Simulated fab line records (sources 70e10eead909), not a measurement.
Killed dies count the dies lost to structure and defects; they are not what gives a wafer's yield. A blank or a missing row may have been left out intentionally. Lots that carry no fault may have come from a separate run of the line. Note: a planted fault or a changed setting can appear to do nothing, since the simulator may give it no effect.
Matching of chambers / flow nand harc / NHARC_A_CHANNEL_FILL_D2_ALD_14 on ald hk-03 has 4 sister chambers
The step deposits SiO2, target thk 2.5 nm, pulse time 10 s, ald cycles 25. 8 wafers are shown with their chamber, then 6 later ones without.

## WAFERS WITH THEIR CHAMBER
wafer=L580.3; chamber=3; precursor pulse height rel=1.028; heater power w (W)=496
wafer=L588.1; chamber=1; precursor pulse height rel=1.006; heater power w (W)=477
wafer=L598.1; chamber=0; precursor pulse height rel=0.998; heater power w (W)=496
wafer=L598.2; chamber=2; precursor pulse height rel=0.979; heater power w (W)=485
wafer=L598.6; chamber=2; precursor pulse height rel=1.020; heater power w (W)=485
wafer=L599.1; chamber=1; precursor pulse height rel=1.009; heater power w (W)=447
wafer=L599.5; chamber=3; precursor pulse height rel=1.030; heater power w (W)=505
wafer=L599.6; chamber=0; precursor pulse height rel=0.996; heater power w (W)=506

## WAFERS WITHOUT THEIR CHAMBER
wafer=L600.1; precursor pulse height rel=0.978; heater power w (W)=453
wafer=L600.4; precursor pulse height rel=1.023; heater power w (W)=501
wafer=L600.6; precursor pulse height rel=1.020; heater power w (W)=483
wafer=L603.1; precursor pulse height rel=0.972; heater power w (W)=512
wafer=L603.4; precursor pulse height rel=1.017; heater power w (W)=502
wafer=L603.6; precursor pulse height rel=0.992; heater power w (W)=497

## THE CHAMBER EACH PASSED THROUGH
wafer=L600.1; from the rows above=can't be placed: 1 or 2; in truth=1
wafer=L600.4; from the rows above=can't be placed: 3 or 0 or 2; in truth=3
wafer=L600.6; from the rows above=can't be placed: 2 or 3 or 1 or 0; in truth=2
wafer=L603.1; from the rows above=can't be placed: 0 or 2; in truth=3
wafer=L603.4; from the rows above=can't be placed: 3 or 0 or 2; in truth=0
wafer=L603.6; from the rows above=can't be placed: 0 or 2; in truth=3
Correctly placed: 0 of 6. These rows do not allow placing 6 (true chamber among the candidates in 4). Number placed wrongly: 0.
How it was worked out, from the rows above alone: a wafer's distance from a chamber is the root of the sum, over the readings, of the square of ((its reading less the chamber's mean) divided by the reading's scatter). If the next closest chamber is less than 2 further off than the closest, the wafer can't be placed; otherwise it belongs to the closest. Each chamber's mean is taken over the wafers shown for it. The scatter: take each reading less its chamber's mean, square it, sum over the shown wafers, divide by the number of wafers less the number of chambers, and take the root.
